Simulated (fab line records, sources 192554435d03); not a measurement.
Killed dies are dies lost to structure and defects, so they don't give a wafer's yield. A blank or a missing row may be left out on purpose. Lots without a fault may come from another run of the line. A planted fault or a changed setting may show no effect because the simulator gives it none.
Split-lot experiment | flow n5_finfet | 7 lots, 21 wafers read, on a route of 1938 steps

THE SPLIT
At N5_GATE_CUT_ETCH_37 (etches SOC in N2/H2, target depth 60 nm, overetch 12 nm, time 90 s), the setting bias_w was moved away from the recipe's 150 W on 7 of the 21 wafers read, by -17.1% to +17.8%. The other wafers ran this setting at the recipe's value.

The reading is taken at the split's own step.

THE READING
rf_vpp_V, in V, at N5_GATE_CUT_ETCH_37 (etches SOC in N2/H2, target depth 60 nm, overetch 12 nm, time 90 s). Fault-free wafers of this fab line usually give 525.0 V, standard deviation 2.8 V.

wafer  | tool, chamber at the split | bias_w as run, W | against the recipe | rf_vpp_V, V | against lot-mates on the recipe
L077.1 | rie_diel-03, 3             | 150              | recipe             | 528.3       | -
L077.2 | rie_diel-03, 2             | 124.9            | -16.7%             | 468.7       | -57.2
L077.4 | rie_diel-03, 0             | 150              | recipe             | 523.5       | -
L079.1 | rie_diel-02, 0             | 150              | recipe             | 524.3       | -
L079.3 | rie_diel-02, 1             | 150              | recipe             | 521.0       | -
L079.4 | rie_diel-02, 3             | 150              | recipe             | 530.4       | -
L087.1 | rie_diel-03, 0             | 150              | recipe             | 524.5       | -
L087.2 | rie_diel-03, 1             | 150              | recipe             | 522.3       | -
L087.4 | rie_diel-03, 3             | 150              | recipe             | 527.2       | -
L089.2 | rie_diel-03, 2             | 168.4            | +12.3%             | 567.3       | +43.3
L089.3 | rie_diel-03, 1             | 168.4            | +12.3%             | 561.6       | +37.6
L089.6 | rie_diel-03, 1             | 150              | recipe             | 524.0       | -
L092.2 | rie_diel-03, 0             | 173.9            | +15.9%             | 574.1       | +49.0
L092.4 | rie_diel-03, 1             | 150              | recipe             | 523.1       | -
L092.5 | rie_diel-03, 2             | 150              | recipe             | 527.1       | -
L093.3 | rie_diel-01, 0             | 176.7            | +17.8%             | 582.7       | +54.7
L093.5 | rie_diel-01, 3             | 176.7            | +17.8%             | 581.5       | +53.5
L093.6 | rie_diel-01, 2             | 150              | recipe             | 528.0       | -
L096.3 | rie_diel-01, 1             | 150              | recipe             | 526.1       | -
L096.4 | rie_diel-01, 2             | 124.3            | -17.1%             | 469.1       | -57.4
L096.6 | rie_diel-01, 1             | 150              | recipe             | 527.0       | -

THE FIT
A straight line over all 21 wafers: rf_vpp_V changes by +3.22 V for each +1% of bias_w; r = +1.00; the points scatter about the line by 2.5 V.
The same after taking each lot's own level away (the mean of its wafers on the recipe; 21 wafers): +3.22 V for each +1%; r = +1.00; scatter 2.6 V.
On that fit, the largest move of bias_w shifts the reading by 57 V.
The lots' own levels span 524.00 to 528.00 V, that is 1.4 times the standard deviation above.
So the lot-to-lot level changes the slope little: the two slopes agree.
Check: with one of the wafers moved furthest among these (+17.8%) left out of the fit, the line predicts +57.1 V for it against its lot-mates. It came out at +54.7 V against them.
Tool readings at the split's step, against how far the setting was moved: rf_vpp_V r = +1.00.

OTHER SPLITS ON THESE WAFERS
These wafers also went through other splits before the reading. Each is held against what the fit with the lots' levels taken away leaves over:
other split on the same wafers            | wafers away from the commonest value | r with rf_vpp_V (lot level and that fit taken away)
N5_PMOS_HMC_CHANNEL_EPI_HM_DEP_34 time_s  | 4                                    | +0.04
N5_PMOS_HMC_CHANNEL_EPI_PEB_07 peb_temp_c | 8                                    | -0.16
N5_FIN_SAQP_SPACER1_ALD_24 temp_c         | 6                                    | +0.00
N5_FIN_SAQP_COAT_68 spin_rpm              | 5                                    | +0.15
N5_DUMMY_GATE_ETCH_37 source_w            | 7                                    | +0.03
N5_DUMMY_GATE_ETCH_32 time_s              | 7                                    | +0.21
N5_SD_EPI_P_DESCUM_14 time_s              | 7                                    | -0.15
N5_HKMG_FIN_COAT_06 spin_rpm              | 4                                    | +0.37

THE WHOLE CHAIN: every reading that the file lists as answering this split, in the file's order
step                | what it does                                                       | reading                                                                           | change (the file's fit)                | r (the file's)
N5_GATE_CUT_ETCH_37 | etches SOC in N2/H2, target depth 60 nm, overetch 12 nm, time 90 s | rf_vpp_V                                                                          | +3.23 V for each +1% of the setting    | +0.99
N5_GATE_CUT_ETCH_37 | etches SOC in N2/H2, target depth 60 nm, overetch 12 nm, time 90 s | SiARC_of_GATE_CUT_COAT_35.thk_nm (the simulator's own value, which no gauge read) | -0.0442 nm for each +1% of the setting | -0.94

THE FILE'S OWN FIT
rf_vpp_V changes by +3.23 V for each +1% of bias_w, r = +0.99.
